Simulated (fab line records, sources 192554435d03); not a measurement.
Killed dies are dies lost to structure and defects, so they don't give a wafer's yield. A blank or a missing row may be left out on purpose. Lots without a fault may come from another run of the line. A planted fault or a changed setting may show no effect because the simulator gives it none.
One fault seen from 2 desks | flow n5_finfet | each desk has only its own numbers; what lay behind them comes last

THE METROLOGY DESK
What the gauges read, lot by lot, whatever tool the lot ran on: means of the sampled wafers that have a number. A lot is out of limits, marked OUT, if its mean lies more than 4 standard deviations from the usual mean; the brackets give that distance. Of its 11 readings 7 are shown: the one that was out of limits first, and those that lie furthest out on some lot.
Columns: A = IOFF_N_LONG at N5_BEOL_M4_RC_MEAS_101, usual 5.6e-05 nA/um; B = IOFF_P at N5_BEOL_M4_RC_MEAS_101, usual 0.21 nA/um; C = ION_N at N5_BEOL_M4_RC_MEAS_101, usual 675 uA/um; D = ION_P at N5_BEOL_M4_RC_MEAS_101, usual 463 uA/um; E = SS_P at N5_BEOL_M4_RC_MEAS_101, usual 73.2 mV/dec; F = VT_N at N5_BEOL_M4_RC_MEAS_101, usual 250 mV; G = VT_P at N5_BEOL_M4_RC_MEAS_101, usual -251 mV
lot  | first seen here | A                  | B    | C   | D   | E    | F   | G
L536 | day 9 18:05     | 5.9e-05            | 0.21 | 681 | 468 | 73.0 | 247 | -248
L537 | day 10 11:23    | 7.4e-05 (+8.8) OUT | 0.16 | 655 | 449 | 72.4 | 254 | -256
L542 | day 11 13:14    | 7.3e-05 (+8.0) OUT | 0.22 | 668 | 464 | 73.5 | 250 | -247
L547 | day 13 10:50    | 5.7e-05            | 0.21 | 686 | 471 | 73.1 | 248 | -247
This desk's finding: out of limits on L537, L542; first on L537, day 10 11:23 (IOFF_N_LONG at N5_BEOL_M4_RC_MEAS_101). In limits: L536, L547.

THE TOOL OWNER'S DESK: rtp_anneal-01
The tool's own readings at N5_WELL_APT_RTA_34 (time 10 s): means of the sampled wafers that have a number, for each lot that ran on this tool. A lot is out of limits, marked OUT, if its mean lies more than 4 standard deviations from the usual mean; the brackets give that distance. Of its 9 readings 7 are shown: the one that was out of limits first, and those that lie furthest out on some lot.
Columns: A = lamp_power_pct at N5_WELL_APT_RTA_34, usual 13.00 %; B = lamp_zone_1_pct at N5_WELL_APT_RTA_34, usual 12.999 %; C = lamp_zone_2_pct at N5_WELL_APT_RTA_34, usual 12.997 %; D = lamp_zone_3_pct at N5_WELL_APT_RTA_34, usual 12.992 %; E = lamp_zone_4_pct at N5_WELL_APT_RTA_34, usual 12.995 %; F = lamp_zone_5_pct at N5_WELL_APT_RTA_34, usual 12.994 %; G = lamp_zone_7_pct at N5_WELL_APT_RTA_34, usual 13.421 %
lot  | first seen here | A               | B                | C                | D                | E                | F                | G
L536 | day 3 22:21     | 13.05           | 12.987           | 12.989           | 12.984           | 13.012           | 12.978           | 13.444
L537 | day 4 03:49     | 11.28 (-32) OUT | 11.300 (-59) OUT | 11.293 (-61) OUT | 11.301 (-68) OUT | 11.344 (-61) OUT | 11.308 (-62) OUT | 11.685 (-64) OUT
L542 | day 5 09:47     | 11.34 (-31) OUT | 11.340 (-57) OUT | 11.314 (-60) OUT | 11.320 (-67) OUT | 11.291 (-63) OUT | 11.289 (-63) OUT | 11.677 (-65) OUT
This desk's finding: out of limits on L537, L542; first on L537, day 4 03:49 (lamp_power_pct at N5_WELL_APT_RTA_34). In limits: L536.

PUT TOGETHER
The tool owner's desk could have raised an alarm at day 4 03:49, on L537, L542.
The metrology desk could have raised an alarm at day 10 11:23, on L537, L542.
Of the lots named, all ran N5_WELL_APT_RTA_34 on rtp_anneal-01.

WHAT THE SIMULATOR HAD PUT IN
Process parameter drift: rtp_anneal-01, from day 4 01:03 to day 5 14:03, at N5_WELL_APT_RTA_34. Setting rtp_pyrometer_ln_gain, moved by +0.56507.
Lots struck among those shown: L537, L542.
Hours from the fault's start to each desk's first reading out of limits: the tool owner's desk, 3; the metrology desk, 154.
